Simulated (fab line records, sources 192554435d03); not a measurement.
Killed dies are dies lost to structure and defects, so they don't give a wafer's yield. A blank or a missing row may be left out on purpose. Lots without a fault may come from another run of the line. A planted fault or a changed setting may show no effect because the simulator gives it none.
Split-lot experiment | flow n5_finfet | 7 lots, 21 wafers read, on a route of 1938 steps

THE SPLIT
At N5_FIN_CUT_COAT_02 (resist thk 30 nm), the setting spin_rpm was moved away from the recipe's 1500 rpm on 7 of the 21 wafers read, by -7.3% to +11.1%. The other wafers ran this setting at the recipe's value.

FROM THE SPLIT TO THE READING: what the file shows between them, 5 steps
- N5_FIN_CUT_EBR_04
- N5_FIN_CUT_SOFTBAKE_03: time 60 s
- N5_FIN_CUT_EXPOSE_05: exposes mask FIN CUT
- N5_FIN_CUT_PEB_06: peb time 60 s
- N5_FIN_CUT_DEVELOP_07: develop time 30 s

THE READING
CAR-EUV_of_FIN_CUT_COAT_02.thk_nm (the simulator's own value, which no gauge read), in nm, at N5_FIN_CUT_DESCUM_13 (chemistry O2, time 7 s). The file gives no usual value for it. The 14 wafers here that ran the recipe average 26.1 nm, standard deviation 0.12 nm.

wafer  | tool, chamber at the split | spin_rpm as run, rpm | against the recipe | CAR-EUV_of_FIN_CUT_COAT_02.thk_nm, nm | against lot-mates on the recipe
L075.1 | litho_track-01, 0          | 1390                 | -7.3%              | 27.2                                  | +1.2
L075.3 | litho_track-01, 0          | 1500                 | recipe             | 26                                    | -
L075.4 | litho_track-01, 0          | 1500                 | recipe             | 26                                    | -
L077.1 | litho_track-01, 0          | 1628                 | +8.5%              | 24.8                                  | -1.3
L077.2 | litho_track-01, 0          | 1500                 | recipe             | 26.2                                  | -
L077.6 | litho_track-01, 0          | 1500                 | recipe             | 26                                    | -
L083.3 | litho_track-03, 0          | 1500                 | recipe             | 26.2                                  | -
L083.4 | litho_track-03, 0          | 1500                 | recipe             | 26.2                                  | -
L083.6 | litho_track-03, 0          | 1500                 | recipe             | 26.2                                  | -
L090.1 | litho_track-02, 0          | 1666                 | +11.1%             | 24.6                                  | -1.6
L090.5 | litho_track-02, 0          | 1666                 | +11.1%             | 24.6                                  | -1.6
L090.4 | litho_track-02, 0          | 1500                 | recipe             | 26.2                                  | -
L091.1 | litho_track-02, 0          | 1500                 | recipe             | 26.2                                  | -
L091.5 | litho_track-02, 0          | 1500                 | recipe             | 26.2                                  | -
L091.4 | litho_track-02, 0          | 1500                 | recipe             | 26                                    | -
L094.3 | litho_track-03, 0          | 1500                 | recipe             | 26                                    | -
L094.5 | litho_track-03, 0          | 1500                 | recipe             | 26                                    | -
L094.6 | litho_track-03, 0          | 1500                 | recipe             | 25.8                                  | -
L095.2 | litho_track-03, 0          | 1545                 | +3.0%              | 25.6                                  | no lot-mate on the recipe
L095.4 | litho_track-03, 0          | 1545                 | +3.0%              | 25.6                                  | no lot-mate on the recipe
L095.6 | litho_track-03, 0          | 1545                 | +3.0%              | 25.6                                  | no lot-mate on the recipe

THE FIT
A straight line over all 21 wafers: CAR-EUV_of_FIN_CUT_COAT_02.thk_nm changes by -0.141 nm for each +1% of spin_rpm; r = -0.98; the points scatter about the line by 0.12 nm.
The same after taking each lot's own level away (the mean of its wafers on the recipe; 18 wafers): -0.15 nm for each +1%; r = -0.99; scatter 0.074 nm.
On that fit, the largest move of spin_rpm shifts the reading by 1.7 nm.
The lots' own levels span 25.93 to 26.20 nm, that is 2.1 times the standard deviation above.
So the lot-to-lot level changes the slope little: the two slopes agree.
Check: with one of the wafers moved furthest among these (+11.1%) left out of the fit, the line predicts -1.67 nm for it against its lot-mates. It came out at -1.6 nm against them.

OTHER SPLITS ON THESE WAFERS
These wafers also went through other splits before the reading. Each is held against what the fit with the lots' levels taken away leaves over:
other split on the same wafers                    | wafers away from the commonest value | r with CAR-EUV_of_FIN_CUT_COAT_02.thk_nm (lot level and that fit taken away)
N5_WELL_APT_PEB_06 peb_temp_c                     | 5                                    | -0.37
N5_WELL_APT_DEVELOP_07 develop_time_s             | 6                                    | -0.08
N5_PMOS_HMC_CHANNEL_EPI_PEB_07 peb_time_s         | 7                                    | -0.10
N5_PMOS_HMC_CHANNEL_EPI_DEVELOP_08 develop_time_s | 5                                    | -0.22
N5_FIN_SAQP_PECVD_48 time_s                       | 6                                    | -0.08
N5_FIN_SAQP_PEB_14 peb_time_s                     | 7                                    | +0.05

THE WHOLE CHAIN: every reading that the file lists as answering this split, in the file's order
step                  | what it does           | reading                                                                            | change (the file's fit)               | r (the file's)
N5_FIN_CUT_COAT_02    | resist thk 30 nm       | CAR-EUV_of_FIN_CUT_COAT_02.thk_nm (the simulator's own value, which no gauge read) | -0.156 nm for each +1% of the setting | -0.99
N5_FIN_CUT_DEVELOP_07 | develop time 30 s      | CAR-EUV_of_FIN_CUT_COAT_02.thk_nm (the simulator's own value, which no gauge read) | -0.144 nm for each +1% of the setting | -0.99
N5_FIN_CUT_DESCUM_13  | chemistry O2, time 7 s | CAR-EUV_of_FIN_CUT_COAT_02.thk_nm (the simulator's own value, which no gauge read) | -0.151 nm for each +1% of the setting | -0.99

THE FILE'S OWN FIT
CAR-EUV_of_FIN_CUT_COAT_02.thk_nm changes by -0.151 nm for each +1% of spin_rpm, r = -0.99.
